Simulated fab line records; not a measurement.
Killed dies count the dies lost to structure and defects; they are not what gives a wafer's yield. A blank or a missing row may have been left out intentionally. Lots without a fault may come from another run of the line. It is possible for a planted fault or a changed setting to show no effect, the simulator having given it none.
Code-filled problem report in 8D (eight disciplines) form	flow n5_finfet	the parts of the form that need people (team, actions taken, sign-off) are left out

1. WHAT WENT WRONG
At N5_PASSIVATION_PROBE_49, killed_at_M4_up averages 159 over 4 wafers from 2 lots, while fault-free wafers read 14, standard deviation 5.7. That is +25 standard deviations from the usual mean.
First seen on wafer L997.3, day 15 04:49, on prober-02. Wafers with a number at this step in the record: 8, from 3 lots. Rule for "out" (also "out of limits"): further than 4 standard deviations from the usual mean. The rest of the wafers with a number are treated as sound.

2. WHAT THIS IS AND IS NOT
question	is	is not
which readings at this step	killed_at_M4_up, defect_limited_yield, killed_dies, sort_bin_5_function, sort_n_pass, sort_yield_pct	killed_at_contacts, killed_at_front_end, killed_at_other, killed_short
which lots	L997, L998	L112
which wafers of those lots	L997.3, L997.6, L998.4, L998.5	L998.6
read on which tools	prober-02	prober-01
when	from day 15 04:49	up to then (0 sound wafers); but 4 sound wafers of L112, L998 came after

3. WHAT RULES OUT EACH SUSPECT
Counting: a tool at a process step up to the reading stays a suspect if it ran every lot that is out. Sound lots after the first of them don't rule it out here, since some wafers of a struck lot are sound.
- pvd_sputter-03 at N5_BEOL_M4_SPUTTER_48 (material Cu, target thk 4.5 nm, time 8.29 s): kept. It ran every lot that is out, first L997 (day 10 21:33).
- prober-02 at N5_PASSIVATION_PROBE_49: kept. It ran every lot that is out, first L997 (day 15 04:49). On those wafers its own readings are out: defect_limited_yield, killed_at_M4_up, killed_dies, sort_bin_5_function, sort_n_pass, sort_yield_pct.
Remaining after the count are pvd_sputter-03 at N5_BEOL_M4_SPUTTER_48 and prober-02 at N5_PASSIVATION_PROBE_49.

4. THE CAUSE (what the simulator had put in)
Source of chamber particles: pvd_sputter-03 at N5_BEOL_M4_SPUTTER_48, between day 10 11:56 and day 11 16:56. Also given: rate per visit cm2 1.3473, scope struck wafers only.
This tool is one of the 2 suspects left after counting.

5. THE CHAIN OF EFFECTS, in route order
One row per reading whose mean, taken over the struck wafers that have a number, lies over 3 standard deviations from the usual. Scope: only readings with a usual standard deviation given in the record; hours: median across lots of the time from each lot's start at the first step in this table that gives one to its start at this step; sigmas: change in usual standard deviations.
hours	step	reading	usual	on struck wafers	change	sigmas
0	N5_PASSIVATION_PROBE_49	defect_limited_yield	91.2 %	80.7	-10.5	-8.8
0	N5_PASSIVATION_PROBE_49	killed_at_M4_up	14	159	+145	+25
0	N5_PASSIVATION_PROBE_49	killed_dies	104	228	+124	+8.3
0	N5_PASSIVATION_PROBE_49	sort_bin_5_function	5.2 %	12.1	+6.9	+7.6
0	N5_PASSIVATION_PROBE_49	sort_n_pass	1076	952	-124	-8.3
0	N5_PASSIVATION_PROBE_49	sort_yield_pct	91.2 %	80.7	-10.5	-8.8
Here are the process steps it includes:
- N5_PASSIVATION_PROBE_49

6. WHAT WOULD HAVE CAUGHT IT SOONER
The fault began at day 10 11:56; the first out-of-limits reading in this record came at day 15 04:49, 113 hours later.
An alarm limit of 4 standard deviations would not have fired on the tool readings at N5_BEOL_M4_SPUTTER_48 for which the record gives a usual standard deviation, since none of them was out on any struck wafer.
By day 15 04:49 the whole set of lots that are out, 2 in number, had already begun N5_BEOL_M4_SPUTTER_48 on pvd_sputter-03. None of them would have been spared by holding the tool at that moment.
